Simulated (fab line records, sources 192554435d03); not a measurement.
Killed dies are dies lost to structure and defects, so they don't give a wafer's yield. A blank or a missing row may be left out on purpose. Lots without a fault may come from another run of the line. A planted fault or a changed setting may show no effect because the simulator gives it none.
Split-lot experiment | flow n5_finfet | 7 lots, 21 wafers read, on a route of 1938 steps

THE SPLIT
At N5_BEOL_M15_PEB_26 (peb time 90 s), the setting peb_temp_c was moved away from the recipe's 130 C on 6 of the 21 wafers read, by -1.2% to +2.2%. The other wafers ran this setting at the recipe's value.

FROM THE SPLIT TO THE READING: what the file shows between them, 2 steps
- N5_BEOL_M15_DEVELOP_27: develop time 45 s
- N5_BEOL_M15_HARDBAKE_32: time 120 s

THE READING
cd_nm, in nm, at N5_BEOL_M15_CD_MEAS_28 (target cd 407.6 nm). Fault-free wafers of this fab line usually give 407.9 nm, standard deviation 1.7 nm.

wafer  | tool, chamber at the split | peb_temp_c as run, C | against the recipe | cd_nm, nm | against lot-mates on the recipe
L080.1 | litho_track-05, 0          | 131.9                | +1.5%              | 419.2     | +11.2
L080.3 | litho_track-05, 0          | 131.9                | +1.5%              | 416.5     | +8.5
L080.5 | litho_track-05, 0          | 130                  | recipe             | 408.0     | -
L079.1 | litho_track-03, 0          | 128.5                | -1.2%              | 400.9     | -6.7
L079.3 | litho_track-03, 0          | 130                  | recipe             | 408.0     | -
L079.6 | litho_track-03, 0          | 130                  | recipe             | 407.1     | -
L090.2 | litho_track-04, 0          | 131.2                | +0.9%              | 411.1     | +4.6
L090.3 | litho_track-04, 0          | 130                  | recipe             | 405.7     | -
L090.4 | litho_track-04, 0          | 130                  | recipe             | 407.3     | -
L093.1 | litho_track-03, 0          | 130                  | recipe             | 409.5     | -
L093.2 | litho_track-03, 0          | 130                  | recipe             | 408.6     | -
L093.4 | litho_track-03, 0          | 130                  | recipe             | 408.7     | -
L095.3 | litho_track-03, 0          | 130                  | recipe             | 408.5     | -
L095.5 | litho_track-03, 0          | 130                  | recipe             | 408.5     | -
L095.6 | litho_track-03, 0          | 130                  | recipe             | 408.2     | -
L096.1 | litho_track-04, 0          | 132.1                | +1.6%              | 414.7     | +6.7
L096.3 | litho_track-04, 0          | 130                  | recipe             | 408.2     | -
L096.5 | litho_track-04, 0          | 130                  | recipe             | 407.9     | -
L097.3 | litho_track-05, 0          | 132.9                | +2.2%              | 420.5     | +13.9
L097.5 | litho_track-05, 0          | 130                  | recipe             | 407.0     | -
L097.6 | litho_track-05, 0          | 130                  | recipe             | 406.1     | -

THE FIT
A straight line over all 21 wafers: cd_nm changes by +5.71 nm for each +1% of peb_temp_c; r = +0.96; the points scatter about the line by 1.3 nm.
The same after taking each lot's own level away (the mean of its wafers on the recipe; 21 wafers): +5.89 nm for each +1%; r = +0.98; scatter 1 nm.
On that fit, the largest move of peb_temp_c shifts the reading by 13 nm.
The lots' own levels span 406.50 to 408.93 nm, that is 1.4 times the standard deviation above.
So the lot-to-lot level changes the slope little: the two slopes agree.
Check: with one of the wafers moved furthest among these (+2.2%) left out of the fit, the line predicts +12.7 nm for it against its lot-mates. It came out at +13.9 nm against them.

OTHER SPLITS ON THESE WAFERS
These wafers also went through other splits before the reading. Each is held against what the fit with the lots' levels taken away leaves over:
other split on the same wafers | wafers away from the commonest value | r with cd_nm (lot level and that fit taken away)
N5_BEOL_M13_SPUTTER_43 time_s  | 6                                    | +0.07

THE WHOLE CHAIN: every reading that the file lists as answering this split, in the file's order
step                   | what it does                                                            | reading                                                         | change (the file's fit)              | r (the file's)
N5_BEOL_M15_CD_MEAS_28 | target cd 407.6 nm                                                      | cd_nm                                                           | +5.72 nm for each +1% of the setting | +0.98
N5_BEOL_M15_DESCUM_33  | chemistry O2, time 7.9 s                                                | BEOL_M15.cd_nm (the simulator's own value, which no gauge read) | +5.62 nm for each +1% of the setting | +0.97
N5_BEOL_M15_ETCH_61    | etches BARC in N2/H2, target depth 89 nm, overetch 26.7 nm, time 67.9 s | BEOL_M15.cd_nm (the simulator's own value, which no gauge read) | +5.46 nm for each +1% of the setting | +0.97

THE FILE'S OWN FIT
cd_nm changes by +5.72 nm for each +1% of peb_temp_c, r = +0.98.
